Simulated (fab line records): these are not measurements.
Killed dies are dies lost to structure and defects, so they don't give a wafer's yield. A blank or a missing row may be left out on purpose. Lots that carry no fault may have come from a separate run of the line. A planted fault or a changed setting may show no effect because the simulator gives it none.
fab line records ; flow nandHarc
record lots=6; wafers=18; lastDay=25
route steps=1159 shown P_ZERO_WELL@29 P_STI@69 END@1159
lots that met no fault: taken from a fault-free run of the same line
startH: the number of hours between the record's first day and the start of the first shown wafer of the lot ; waitH: how many hours have passed since the lot's step before this one ; " repeats the value in the row above ; L1.1+2: one row covering several wafers at once ; - either no value or no given start ; * or withheld: withheld ; < > ~ a bound
route shown NAME@n: a module of which the file shows steps, and the number in the route of the first ; usual: mean/standard deviation taken from wafers without a fault ; same: alike in all rows ; chamber/n: place in a boat ; sites: per-site readings ; _std_site: standard deviation across them ; _edge_site: outer sites' mean less inner sites' ; radiusMm: how far each site lies from the wafer's centre ; mask NAME#n: copy n ; behind: tool/chamber where the wafer was last shaped ; hold: why the lot was held/for how many hours/how that ended ; device: the transistor (n, p or np) that didn't switch ; end of line: at the end of the route, the tests of the same wafers ; for a step that has no rows: nothing shown but its recipe ; killed: dies that structure and defects cost at the first sort, which is not the same as the wafer's yield ; map: shows each die of a wafer: x if killed, . if not, _ if none is there
set.NAME: the setting as run; set.NAME@STEP: as run at that earlier step ; model.NAME: the simulator's own value behind a step, which no gauge read
lots at some steps of the route; a table a step, a row a wafer
services: the hour from which a tool's chamber was out of use, counted from the record's first day as startH (under 0 if before that day), plus the number of hours and why
## steps
# step NHARC_P_ZERO_WELL_CD_MEAS_24
# recipe targetCdNm=720; landingEnergyEv=500
# usual cdNm=720.2/2.1
lot.wafer;tool;chamber;startH;waitH;cdNm
L460.1;cdSem-03;0;20.56;-;721.4
L460.5;cdSem-03;0;20.56;-;719.1
L460.6;cdSem-03;0;20.56;-;719.7
L461.2;cdSem-03;0;26.57;-;721.5
L461.4;cdSem-03;0;26.57;-;718.1
L461.5;cdSem-03;0;26.57;-;717.5
L472.1;cdSem-03;0;92.58;-;723.9
L472.2;cdSem-03;0;92.58;-;718.8
L472.3;cdSem-03;0;92.58;-;721.3
L475.1;cdSem-01;0;110.63;-;718.9
L475.2;cdSem-01;0;110.63;-;717.9
L475.4;cdSem-01;0;110.63;-;721.1
L479.1;cdSem-01;0;134.59;-;718.7
L479.2;cdSem-01;0;134.59;-;717.0
L479.3;cdSem-01;0;134.59;-;720.0
L481.3;cdSem-02;0;146.48;-;724.0
L481.5;cdSem-02;0;146.48;-;725.7
L481.6;cdSem-02;0;146.48;-;723.9
# step NHARC_P_ZERO_WELL_HARDBAKE_25
# recipe tempC=125; timeS=80
# step NHARC_P_ZERO_WELL_DESCUM_26
# recipe timeS=3; o2FlowSccm=200; arFlowSccm=0; biasPowerW=0; chemistry=O2
# usual drypumpMotorCurrentA=5.5/0.37; oesProductAu=1.000/0.014; rfVppV=58.1/0.97; showerheadPlenumPTorr=1.94/0.082; throttleValvePct=11.310/0.0096
lot.wafer;tool;chamber;startH;waitH;drypumpMotorCurrentA;oesProductAu;rfHoursCounterH;rfVppV;showerheadPlenumPTorr;throttleValvePct
L460.1;rieDiel-09;1;20.74;-;5.2;1.007;7;57.6;2.01;11.303
L460.6;rieDiel-09;0;20.74;-;5.2;1.020;-;57.7;1.85;11.328
L460.5;rieDiel-09;1;20.74;-;5.2;1.001;-;57.6;2.01;11.314
L461.2;rieDiel-09;3;26.73;-;5.2;0.990;7;58.1;2.04;11.313
L461.4;rieDiel-09;2;26.73;-;5.9;0.998;7;58.2;2.01;11.283
L461.5;rieDiel-09;3;26.73;-;5.2;1.001;-;57.9;2.04;11.301
L472.2;rieDiel-09;0;92.73;-;5.2;1.021;0;57.0;1.85;11.296
L472.1;rieDiel-09;2;92.73;-;5.9;0.988;0;58.9;2.01;11.312
L472.3;rieDiel-09;3;92.73;-;5.2;1.022;0;58.4;2.04;11.314
L475.1;rieDiel-08;2;110.79;-;5.8;0.985;10;57.4;1.79;11.318
L475.2;rieDiel-08;0;110.79;-;5.2;0.999;9;59.4;2.01;11.314
L475.4;rieDiel-08;1;110.79;-;5.9;0.982;10;56.7;1.86;11.298
L479.2;rieDiel-08;1;134.75;-;5.9;1.019;0;57.7;1.87;11.304
L479.3;rieDiel-08;2;134.75;-;5.8;0.986;0;57.3;1.79;11.314
L479.1;rieDiel-08;0;134.75;-;5.2;0.998;0;58.4;2.01;11.311
L481.3;rieDiel-09;3;146.63;-;5.2;1.039;4;56.9;2.03;11.305
L481.6;rieDiel-09;3;146.63;-;5.2;1.032;-;59.1;2.03;11.302
L481.5;rieDiel-09;0;146.63;-;5.2;1.001;-;57.1;1.84;11.308
# step NHARC_P_ZERO_WELL_IMPLANT_27
# recipe energyKev=600; doseCm2=1e+13; tiltDeg=7
# step NHARC_P_ZERO_WELL_IMPLANT_57
# recipe energyKev=250; doseCm2=4e+12; tiltDeg=7
# step NHARC_P_ZERO_WELL_IMPLANT_58
# recipe energyKev=100; doseCm2=2e+12; tiltDeg=7
# step NHARC_P_ZERO_WELL_STRIP_28
# recipe timeS=840; tempC=130; chemistry=SPM
# step NHARC_P_ZERO_WELL_DEHYDRATE_29
# recipe tempC=150; timeS=120
# step NHARC_P_ZERO_WELL_HMDS_30
# recipe timeS=30
# step NHARC_P_ZERO_WELL_COAT_31
# recipe spinRpm=withheld
# step NHARC_P_ZERO_WELL_SOFTBAKE_32
# recipe tempC=122; timeS=95
# step NHARC_P_ZERO_WELL_EBR_33
# step NHARC_P_ZERO_WELL_EXPOSE_34
# recipe na=0.6; targetCdNm=720; doseMj=22.31; maskId=P_PWELL
lot.wafer;tool;chamber;startH;waitH;mask;model.P_ZERO_WELL.overlayXNm
L460.1+5+6;krfScanner-03;0;22.05;-;P_PWELL#0;-8.776
L461.2+4+5;krfScanner-01;0;28.05;-;P_PWELL#0;3.155
L472.1+2+3;krfScanner-02;0;94.11;-;P_PWELL#0;-2.186
L475.1+2+4;krfScanner-02;0;112.12;-;P_PWELL#0;-113.7
L479.1+2+3;krfScanner-02;0;136.08;-;P_PWELL#0;-107.4
L481.3+5+6;krfScanner-03;0;147.99;-;P_PWELL#0;7.219
# step NHARC_P_ZERO_WELL_PEB_35
# recipe pebTempC=118; pebTimeS=85
# step NHARC_P_ZERO_WELL_DEVELOP_36
# recipe timeS=70
# step NHARC_P_ZERO_WELL_CD_MEAS_37
# recipe targetCdNm=720; landingEnergyEv=500
# usual cdNm=720.5/2.2
lot.wafer;tool;chamber;startH;waitH;cdNm
L460.1;cdSem-02;0;22.21;-;719.5
L460.5;cdSem-02;0;22.21;-;719.2
L460.6;cdSem-02;0;22.21;-;720.7
L461.2;cdSem-01;0;28.21;-;721.7
L461.4;cdSem-01;0;28.21;-;717.9
L461.5;cdSem-01;0;28.21;-;720.0
L472.1;cdSem-03;0;94.27;-;718.9
L472.2;cdSem-03;0;94.27;-;719.5
L472.3;cdSem-03;0;94.27;-;723.6
L475.1;cdSem-03;0;112.28;-;721.4
L475.2;cdSem-03;0;112.28;-;719.8
L475.4;cdSem-03;0;112.28;-;721.3
L479.1;cdSem-03;0;136.23;-;719.3
L479.2;cdSem-03;0;136.23;-;720.3
L479.3;cdSem-03;0;136.23;-;718.2
L481.3;cdSem-02;0;148.14;-;719.3
L481.5;cdSem-02;0;148.14;-;717.6
L481.6;cdSem-02;0;148.14;-;719.3
# step NHARC_P_ZERO_WELL_HARDBAKE_38
# recipe tempC=125; timeS=80
# step NHARC_P_ZERO_WELL_DESCUM_39
# recipe timeS=3; o2FlowSccm=200; arFlowSccm=0; biasPowerW=0; chemistry=O2
# usual drypumpMotorCurrentA=5.6/0.39; oesProductAu=0.999/0.013; rfVppV=57.9/0.91; showerheadPlenumPTorr=1.94/0.076; throttleValvePct=11.311/0.0091
lot.wafer;tool;chamber;startH;waitH;drypumpMotorCurrentA;oesProductAu;rfHoursCounterH;rfVppV;showerheadPlenumPTorr;throttleValvePct
L460.1;rieDiel-09;2;22.38;-;5.9;1.005;7;57.0;2.01;11.308
L460.5;rieDiel-09;1;22.38;-;5.2;1.003;-;59.0;2.01;11.324
L460.6;rieDiel-09;2;22.38;-;5.9;1.007;-;59.6;2.01;11.306
L461.2;rieDiel-08;0;28.36;-;5.2;1.020;3;58.9;2.01;11.312
L461.4;rieDiel-08;1;28.36;-;5.9;0.972;4;56.9;1.87;11.305
L461.5;rieDiel-08;1;28.36;-;5.9;0.994;-;58.7;1.87;11.304
L472.3;rieDiel-07;3;94.43;-;5.5;0.999;3;58.3;2.03;11.314
L472.2;rieDiel-07;1;94.43;-;5.5;1.003;3;57.6;1.90;11.300
L472.1;rieDiel-07;2;94.43;-;6.5;1.023;3;58.4;1.87;11.320
L475.1;rieDiel-09;2;112.45;-;5.9;0.982;2;57.5;2.01;11.316
L475.2;rieDiel-09;3;112.45;-;5.2;1.029;1;59.9;2.03;11.325
L475.4;rieDiel-09;0;112.45;-;5.2;1.007;-;57.4;1.85;11.322
L479.2;rieDiel-08;3;136.41;-;5.2;1.026;0;58.5;1.96;11.303
L479.1;rieDiel-08;0;136.41;-;5.2;1.005;0;58.0;2.01;11.328
L479.3;rieDiel-08;1;136.41;-;5.9;1.004;0;58.4;1.86;11.314
L481.3;rieDiel-07;3;148.31;-;5.5;0.986;8;57.4;2.03;11.312
L481.5;rieDiel-07;2;148.31;-;6.4;1.013;-;57.6;1.87;11.306
L481.6;rieDiel-07;3;148.31;-;5.5;0.987;-;58.8;2.03;11.311
# step NHARC_P_ZERO_WELL_IMPLANT_40
# recipe energyKev=300; doseCm2=1e+13; tiltDeg=7
# step NHARC_P_ZERO_WELL_IMPLANT_59
# recipe energyKev=120; doseCm2=5e+12; tiltDeg=7
# step NHARC_P_ZERO_WELL_IMPLANT_60
# recipe energyKev=30; doseCm2=2e+12; tiltDeg=7
# step NHARC_P_ZERO_WELL_STRIP_41
# recipe timeS=840; tempC=130; chemistry=SPM
# step NHARC_P_ZERO_WELL_DEHYDRATE_44
# recipe tempC=150; timeS=120
# step NHARC_P_ZERO_WELL_HMDS_45
# recipe timeS=30
# step NHARC_P_ZERO_WELL_COAT_46
# recipe spinRpm=withheld
# step NHARC_P_ZERO_WELL_SOFTBAKE_47
# recipe tempC=122; timeS=95
# step NHARC_P_ZERO_WELL_EBR_48
# step NHARC_P_ZERO_WELL_EXPOSE_49
# recipe na=0.6; targetCdNm=2000; doseMj=22.64; maskId=P_HVPW
# step NHARC_P_ZERO_WELL_PEB_50
# recipe pebTempC=118; pebTimeS=85
# step NHARC_P_ZERO_WELL_DEVELOP_51
# recipe timeS=70
# step NHARC_P_ZERO_WELL_CD_MEAS_52
# recipe targetCdNm=2000; landingEnergyEv=500
# usual cdNm=2000.0/2.9
lot.wafer;tool;chamber;startH;waitH;cdNm
L460.1;cdSem-01;0;23.87;-;2003.2
L460.5;cdSem-01;0;23.87;-;2000.9
L460.6;cdSem-01;0;23.87;-;2004.3
L461.2;cdSem-01;0;29.84;-;2005.0
L461.4;cdSem-01;0;29.84;-;2001.9
L461.5;cdSem-01;0;29.84;-;2002.2
L472.1;cdSem-01;0;95.94;-;2000.3
L472.2;cdSem-01;0;95.94;-;1999.9
L472.3;cdSem-01;0;95.94;-;1995.1
L475.1;cdSem-01;0;113.82;-;2002.7
L475.2;cdSem-01;0;113.82;-;2000.3
L475.4;cdSem-01;0;113.82;-;2003.4
L479.1;cdSem-03;0;137.88;-;1998.8
L479.2;cdSem-03;0;137.88;-;1993.8
L479.3;cdSem-03;0;137.88;-;1998.4
L481.3;cdSem-03;0;149.78;-;2000.8
L481.5;cdSem-03;0;149.78;-;2002.6
L481.6;cdSem-03;0;149.78;-;2000.7
# step NHARC_P_ZERO_WELL_HARDBAKE_53
# recipe tempC=125; timeS=80
# step NHARC_P_ZERO_WELL_DESCUM_54
# recipe timeS=3; o2FlowSccm=200; arFlowSccm=0; biasPowerW=0; chemistry=O2
# usual drypumpMotorCurrentA=5.5/0.36; oesProductAu=1.001/0.015; rfVppV=57.9/0.95; showerheadPlenumPTorr=1.94/0.082; throttleValvePct=11.311/0.0089
lot.wafer;tool;chamber;startH;waitH;drypumpMotorCurrentA;oesProductAu;rfHoursCounterH;rfVppV;showerheadPlenumPTorr;throttleValvePct
L460.1;rieDiel-08;2;24.03;-;5.8;0.990;4;58.8;1.79;11.310
L460.6;rieDiel-08;2;24.03;-;5.7;0.995;-;58.1;1.79;11.316
L460.5;rieDiel-08;3;24.03;-;5.2;0.989;-;57.3;1.96;11.298
L461.4;rieDiel-09;0;30.04;-;5.2;1.005;8;57.4;1.85;11.309
L461.2;rieDiel-09;1;30.04;-;5.3;0.994;9;59.9;2.01;11.308
L461.5;rieDiel-09;3;30.04;-;5.2;0.992;-;58.4;2.04;11.293
L472.2;rieDiel-09;3;96.10;-;5.2;1.028;0;57.2;2.03;11.322
L472.3;rieDiel-09;1;96.10;-;5.2;1.005;0;59.0;2.01;11.314
L472.1;rieDiel-09;2;96.10;-;5.9;0.989;0;57.8;2.01;11.318
L475.1;rieDiel-08;1;113.98;-;5.9;0.988;10;57.0;1.87;11.303
L475.2;rieDiel-08;2;113.98;-;5.7;1.004;10;58.7;1.79;11.314
L475.4;rieDiel-08;0;113.98;-;5.2;1.001;9;58.3;2.01;11.306
L479.2;rieDiel-08;1;138.05;-;5.9;1.004;0;56.4;1.87;11.307
L479.3;rieDiel-08;2;138.05;-;5.8;0.975;0;56.4;1.79;11.301
L479.1;rieDiel-08;3;138.05;-;5.3;1.026;0;60.1;1.96;11.315
L481.3;rieDiel-09;2;149.95;-;5.8;1.001;3;59.8;2.01;11.306
L481.5;rieDiel-09;0;149.95;-;5.2;0.997;-;59.8;1.84;11.309
L481.6;rieDiel-09;1;149.95;-;5.2;1.023;-;58.7;2.01;11.311
# step NHARC_P_ZERO_WELL_IMPLANT_55
# recipe energyKev=180; doseCm2=8e+11; tiltDeg=7
# step NHARC_P_ZERO_WELL_IMPLANT_61
# recipe energyKev=30; doseCm2=5e+11; tiltDeg=7
# step NHARC_P_ZERO_WELL_STRIP_56
# recipe timeS=840; tempC=130; chemistry=SPM
# step NHARC_P_ZERO_WELL_PRECLEAN_68
# recipe timeS=60; tempC=50; bathAgeMin=0; chemistry=SC1
# step NHARC_P_ZERO_WELL_SRD_69
# step NHARC_P_ZERO_WELL_RTA_42
# recipe tempC=1100; timeS=300
# usual lampPowerPct=46.1/1.7; lamp_zone_6_pct=46.0/1.7; wafer_temp_C_max=1104.9/1.8
lot.wafer;tool;chamber;startH;waitH;lampPowerPct;lamp_zone_6_pct;wafer_temp_C_max
L460.1;rtpAnneal-01;0;25.01;-;43.7;43.5;1107.5
L460.5;rtpAnneal-01;0;25.01;-;43.6;43.6;1107.0
L460.6;rtpAnneal-01;0;25.01;-;43.6;43.6;1107.1
L461.2;rtpAnneal-02;0;31.10;-;47.4;47.3;1105.3
L461.4;rtpAnneal-02;0;31.10;-;47.3;47.4;1104.3
L461.5;rtpAnneal-02;0;31.10;-;47.4;47.3;1104.8
L472.1;rtpAnneal-01;0;97.09;-;43.7;43.6;1107.2
L472.2;rtpAnneal-01;0;97.09;-;43.7;43.6;1105.8
L472.3;rtpAnneal-01;0;97.09;-;43.6;43.6;1106.7
L475.1;rtpAnneal-02;0;114.97;-;47.3;47.2;1106.4
L475.2;rtpAnneal-02;0;114.97;-;47.4;47.2;1104.7
L475.4;rtpAnneal-02;0;114.97;-;47.2;47.4;1104.2
L479.1;rtpAnneal-02;0;139.02;-;47.3;47.2;1103.2
L479.2;rtpAnneal-02;0;139.02;-;47.3;47.3;1103.3
L479.3;rtpAnneal-02;0;139.02;-;47.3;47.3;1104.2
L481.3;rtpAnneal-01;0;151.12;-;43.6;43.5;1106.5
L481.5;rtpAnneal-01;0;151.12;-;43.6;43.5;1105.4
L481.6;rtpAnneal-01;0;151.12;-;43.5;43.5;1107.7
# step NHARC_P_ZERO_WELL_INSPECT_43
# usual rawDefectCount=13/5.3
lot.wafer;tool;chamber;startH;waitH;rawDefectCount
L460.1;defectInspect-02;-;25.70;0.6;20
L460.5;defectInspect-02;-;25.70;0.6;13
L460.6;defectInspect-02;-;25.70;0.6;21
L461.2;defectInspect-01;-;31.67;0.5;12
L461.4;defectInspect-01;-;31.67;0.5;17
L461.5;defectInspect-01;-;31.67;0.5;11
L472.1;defectInspect-01;-;97.77;0.6;11
L472.2;defectInspect-01;-;97.77;0.6;7
L472.3;defectInspect-01;-;97.77;0.6;9
L475.1;defectInspect-01;-;115.64;0.6;6
L475.2;defectInspect-01;-;115.64;0.6;2
L475.4;defectInspect-01;-;115.64;0.6;18
L479.1;defectInspect-01;-;139.69;0.6;12
L479.2;defectInspect-01;-;139.69;0.6;19
L479.3;defectInspect-01;-;139.69;0.6;25
L481.3;defectInspect-02;-;151.58;0.4;20
L481.5;defectInspect-02;-;151.58;0.4;18
L481.6;defectInspect-02;-;151.58;0.4;7
# step NHARC_P_STI_ETCH_26
# recipe targetDepthA=110; chemistry=dHF; material=SiO2
# step NHARC_P_STI_PRECLEAN_27
# recipe timeS=*; tempC=50; bathAgeMin=0; chemistry=SC1
# step NHARC_END_SORT_01
# recipe tempC=25
# usual killedAtArray=26/9.7; killedAtOther=1.0/1.2; killedAtPeriphery=3.9/2.6; killedDies=31/9.7; killedOpen=3.2/1.8; killedShort=2.0/1.3
# same grossDies=677
lot.wafer;tool;chamber;startH;waitH;killedAtArray;killedAtOther;killedAtPeriphery;killedDies;killedOpen;killedShort
L461.2;prober-02;0;453.59;2.8;20;0;3;23;0;1
L461.4;prober-02;0;455.20;3.4;30;0;3;33;5;1
L461.5;prober-02;0;456.01;3.7;25;1;2;28;1;3
L475.1;prober-01;0;542.17;2.5;37;0;117;154;3;0
L475.2;prober-01;0;542.97;2.8;43;1;131;175;5;4
L475.4;prober-01;0;544.55;3.4;49;0;137;186;4;2
L479.1;prober-02;0;557.86;2.5;27;2;83;112;0;1
L479.2;prober-02;0;558.67;2.8;28;0;107;135;4;4
L479.3;prober-02;0;559.47;3.1;25;0;93;118;4;0
# killed by level:class
L461.2 A_CHANNEL_HOLE_D1:chamberFilmFlake=10 A_STAIRCASE:chamberFilmFlake=5 A_CONTACT:chamberFilmFlake=3 P_CONTACT:chamberFilmFlake=2 A_CHANNEL_FILL_D1:geometricParticle:short=1 P_STI:chamberFilmFlake=1 A_SLIT:chamberFilmFlake=1
L461.4 A_CHANNEL_HOLE_D1:chamberFilmFlake=17 A_CONTACT:chamberFilmFlake=4 A_STAIRCASE:chamberFilmFlake=3 P_M0:geometricParticle:open=1 A_ONON_D1:geometricParticle:open=1 A_CHANNEL_FILL_D1:geometricParticle:open=1 A_WL_FILL:geometricParticle:short=1 A_CONTACT:geometricParticle:open=1
L461.5 A_CHANNEL_HOLE_D1:chamberFilmFlake=12 A_CONTACT:chamberFilmFlake=5 A_STAIRCASE:chamberFilmFlake=4 P_CONTACT:geometricParticle:short=1 A_SOURCE_PLATE:geometricParticle:short=1 A_ONON_D1:geometricParticle:short=1 A_M0:geometricParticle:open=1 P_CONTACT:chamberFilmFlake=1
L475.1 P_ZERO_WELL:overlay=114 A_CHANNEL_HOLE_D1:chamberFilmFlake=18 A_SLIT:chamberFilmFlake=15 P_M2:chamberFilmFlake=2 P_STI:geometricParticle:open=1 A_CHANNEL_FILL_D1:geometricParticle:open=1 A_BLC:geometricParticle:open=1 A_WL_FILL:chamberFilmFlake=1
L475.2 P_ZERO_WELL:overlay=125 A_CHANNEL_HOLE_D1:chamberFilmFlake=19 A_SLIT:chamberFilmFlake=15 P_M2:chamberFilmFlake=3 A_WL_FILL:geometricParticle:short=2 A_STAIRCASE:chamberFilmFlake=2 P_M0:geometricParticle:open=1 P_M0:geometricParticle:short=1
L475.4 P_ZERO_WELL:overlay=131 A_SLIT:chamberFilmFlake=24 A_CHANNEL_HOLE_D1:chamberFilmFlake=17 P_M2:chamberFilmFlake=3 A_BLC:geometricParticle:open=2 P_ZERO_WELL:chamberFilmFlake=2 A_SOURCE_PLATE:geometricParticle:short=1 A_ONON_D1:geometricParticle:open=1
L479.1 P_ZERO_WELL:overlay=81 A_CHANNEL_HOLE_D1:chamberFilmFlake=23 P_ZERO_WELL:chamberFilmFlake=2 THIN_TSV:chamberFilmFlake=2 A_CONTACT:chamberFilmFlake=2 A_M0:geometricParticle:short=1 A_ZERO_WELL:chamberFilmFlake=1
L479.2 P_ZERO_WELL:overlay=104 A_CHANNEL_HOLE_D1:chamberFilmFlake=16 A_STAIRCASE:chamberFilmFlake=3 A_CONTACT:chamberFilmFlake=2 P_M0:geometricParticle:open=1 P_M0:geometricParticle:short=1 A_ONON_D1:geometricParticle:short=1 A_SGD_CUT:geometricParticle:open=1
L479.3 P_ZERO_WELL:overlay=90 A_CHANNEL_HOLE_D1:chamberFilmFlake=19 P_ZERO_WELL:chamberFilmFlake=2 A_CONTACT:chamberFilmFlake=2 P_CONTACT:geometricParticle:open=1 A_CONTACT:geometricParticle:open=1 A_BLC:geometricParticle:open=1 A_M0:geometricParticle:open=1
# map L475.4 (x killed, . not)
____________.____________
_________.xxx..._________
_______.........x._______
______......x.x.x.x______
_____.........xx...._____
____....x.....x...x.x____
____.x..x.xx....xx.x.____
___...x..........x....___
___...x......x..x....x___
__.x...........xx.....x__
__.......x......x.xx.x.__
_x....x....x..x..x.....x_
_.....x.....x.xx........_
_.x.xx...x....x..xxxxx.._
_.xx...x......xx....xxxx_
_..x..x......x...x..xx.x_
x..........xx...xx.xxxx..
...x.........xx.....xxxx.
.x.xxxx.......x....x.xxx.
..x..x..xx...x...x..xxx..
.............x..xx..x..xx
_x...x..x.x..x.........._
_.x...x.x.xx.x......xxxx_
_x.....x.x....x....xx..._
_.......x...........xxxx_
_.........x.x.....x.xx.x_
__x...x......x..xx....x__
__x......x.......xxx.xx__
___...............xxxx___
___.......x..x...xxx..___
____.....xx..x.x.....____
____...xx.xx.x......x____
_____.x............x_____
______.x...x...x...______
_______..xx...x..x_______
_________......._________
____________.____________
# map L479.2 (x killed, . not)
____________.____________
_________......._________
_______.x...xx...x_______
______...x...x.....______
_____..x.......x...._____
____......x..........____
____...x..x..........____
___x.x.xx.xxx...x.xx..___
___...........x.......___
__...x..xx.............__
__.xx........x...x....x__
_x.xxx.................._
_...x..x........x....x.x_
_...........x......x...._
_...x.x..x.............._
_......x....x....x......_
xx.x....................x
....x............x....x..
..x......x...............
...x.x..x.x.......xx.x..x
.x.x.xx....x...x..x..x.xx
_..................x...x_
_.......xxx......x..x.xx_
_...........x...xx...xxx_
_.x...x..x....x.....x.xx_
_..........x.....x..xx.x_
__..xxx..x.........x...__
__xx......x..x....x.xxx__
___.x..........x.x....___
___x.xx...........x...___
____..x..xxx.........____
____........x.x......____
_____...x....x.x...._____
______.x...........______
_______xxx........_______
_________...x..._________
____________.____________
## services
tool;chamber;startH;hours;kind
rieDiel-09;0;7.40;-;clean
rieDiel-09;1;7.40;-;clean
rieDiel-09;2;7.40;-;clean
rieDiel-09;3;7.40;-;clean
krfScanner-01;-;11.77;2.8;repair
rieDiel-07;3;30.37;7.2;repair
rieDiel-09;0;31.90;-;clean
rieDiel-09;1;31.90;-;clean
rieDiel-09;2;31.90;-;clean
rieDiel-09;3;31.90;-;clean
krfScanner-02;-;38.00;4.0;pm
rieDiel-08;1;41.22;3.9;repair
rieDiel-07;2;51.06;5.5;repair
rieDiel-07;-;51.20;9.0;pm
rieDiel-09;0;56.40;-;clean
rieDiel-09;0;63.07;9.2;repair
krfScanner-03;-;65.80;2.1;repair
rieDiel-07;-;66.40;0.6;repair
rieDiel-09;-;77.31;9.0;pm
krfScanner-01;-;84.00;4.0;pm
rieDiel-07;0;90.86;6.1;repair
rieDiel-07;0;106.04;4.7;repair
rieDiel-09;1;111.70;5.0;repair
rieDiel-08;-;124.80;9.0;pm
## key
firstSign step=NHARC_END_SORT_01; reading=killedAtPeriphery; direction=up; sigmas=41; usual=3.9; struck=111.3
effect step=NHARC_END_SORT_01; reading=killedDies; direction=up; sigmas=12; usual=31; struck=147
modelEffect step=NHARC_P_ZERO_WELL_EXPOSE_34; value=P_ZERO_WELL.overlayXNm; without=0.02322; struck=-110.6
moreKillsBornAt NHARC_P_ZERO_WELL_EXPOSE_34@krfScanner-02=645
metAt NHARC_P_ZERO_WELL_EXPOSE_34
struckWafers L475.1,L475.2,L475.4,L479.1,L479.2,L479.3
testerLeftOut L475,L479
onsetBetween 94.11 112.12
alsoFits NHARC_P_ZERO_WELL_DESCUM_26:rieDiel-08,NHARC_P_ZERO_WELL_DESCUM_54:rieDiel-08,NHARC_P_ZERO_WELL_RTA_42:rtpAnneal-02
fault kind=scannerMatchingOverlay; tool=krfScanner-02; chamber=-; onsetH=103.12; steps=NHARC_P_ZERO_WELL_EXPOSE_34; offset=-110.58
# testerLeftOut: of these lots the tester's yield and bins aren't shown, on N5 and GAA mostly nor the transistor test; their killed dies are dies lost to structure and defects alone, not to doping, threshold or leakage, so they don't give the yield
